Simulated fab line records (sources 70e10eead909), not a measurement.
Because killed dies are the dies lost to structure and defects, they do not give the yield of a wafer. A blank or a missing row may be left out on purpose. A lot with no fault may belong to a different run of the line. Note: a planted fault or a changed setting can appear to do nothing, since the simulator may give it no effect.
Chamber matching / flow nandHarc / 4 sister chambers for NHARC_A_STAIRCASE_CMP_152 on cmp-03
The step polishes. 14 wafers are shown with their chamber, then 7 later ones without.

WAFERS PAIRED WITH THEIR CHAMBERS
wafer=L081.2; chamber=3; motorCurrentA (A)=13.2
wafer=L081.4; chamber=2; motorCurrentA (A)=12.6
wafer=L081.6; chamber=2; motorCurrentA (A)=12.3
wafer=L084.2; chamber=1; motorCurrentA (A)=12.0
wafer=L084.5; chamber=3; motorCurrentA (A)=12.6
wafer=L084.6; chamber=0; motorCurrentA (A)=10.3
wafer=L086.2; chamber=1; motorCurrentA (A)=11.7
wafer=L086.3; chamber=0; motorCurrentA (A)=10.9
wafer=L086.6; chamber=2; motorCurrentA (A)=11.9
wafer=L089.1; chamber=0; motorCurrentA (A)=11.0
wafer=L089.3; chamber=1; motorCurrentA (A)=12.0
wafer=L089.4; chamber=3; motorCurrentA (A)=12.5
wafer=L087.1; chamber=0; motorCurrentA (A)=10.7
wafer=L087.2; chamber=2; motorCurrentA (A)=12.1

SIGNATURES (averages over the wafers above)
reading=motorCurrentA; chamber 0=10.725; chamber 1=11.900; chamber 2=12.225; chamber 3=12.767; scatter within a chamber=0.3
Rule: distance of a wafer from a chamber = root of the sum over the readings of ((wafer's reading minus chamber's mean) / reading's scatter) squared. The wafer belongs to the nearest chamber; if the next one is less than 2 further off, it can't be placed. How the scatter is found: for the shown wafers, subtract from each reading the mean of its chamber, square and add these, divide the total by (wafers less chambers), then take the root.

WAFERS WHOSE CHAMBER IS MISSING
wafer=L087.3; motorCurrentA (A)=11.4
wafer=L087.4; motorCurrentA (A)=13.1
wafer=L087.5; motorCurrentA (A)=12.9
wafer=L087.6; motorCurrentA (A)=12.7
wafer=L093.4; motorCurrentA (A)=13.6
wafer=L093.5; motorCurrentA (A)=12.4
wafer=L093.6; motorCurrentA (A)=12.6

WHICH CHAMBER EACH ONE RAN IN
wafer=L087.3; from the rows above=can't be placed: 1 or 0 or 2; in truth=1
wafer=L087.4; from the rows above=can't be placed: 3 or 2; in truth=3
wafer=L087.5; from the rows above=can't be placed: 3 or 2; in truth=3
wafer=L087.6; from the rows above=can't be placed: 3 or 2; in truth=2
wafer=L093.4; from the rows above=can't be placed: 3 or 2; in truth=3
wafer=L093.5; from the rows above=can't be placed: 2 or 3 or 1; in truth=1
wafer=L093.6; from the rows above=can't be placed: 3 or 2 or 1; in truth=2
0 of 7 placed correctly. These rows do not allow placing 7 (true chamber among the candidates in 7). Wrongly placed: 0.
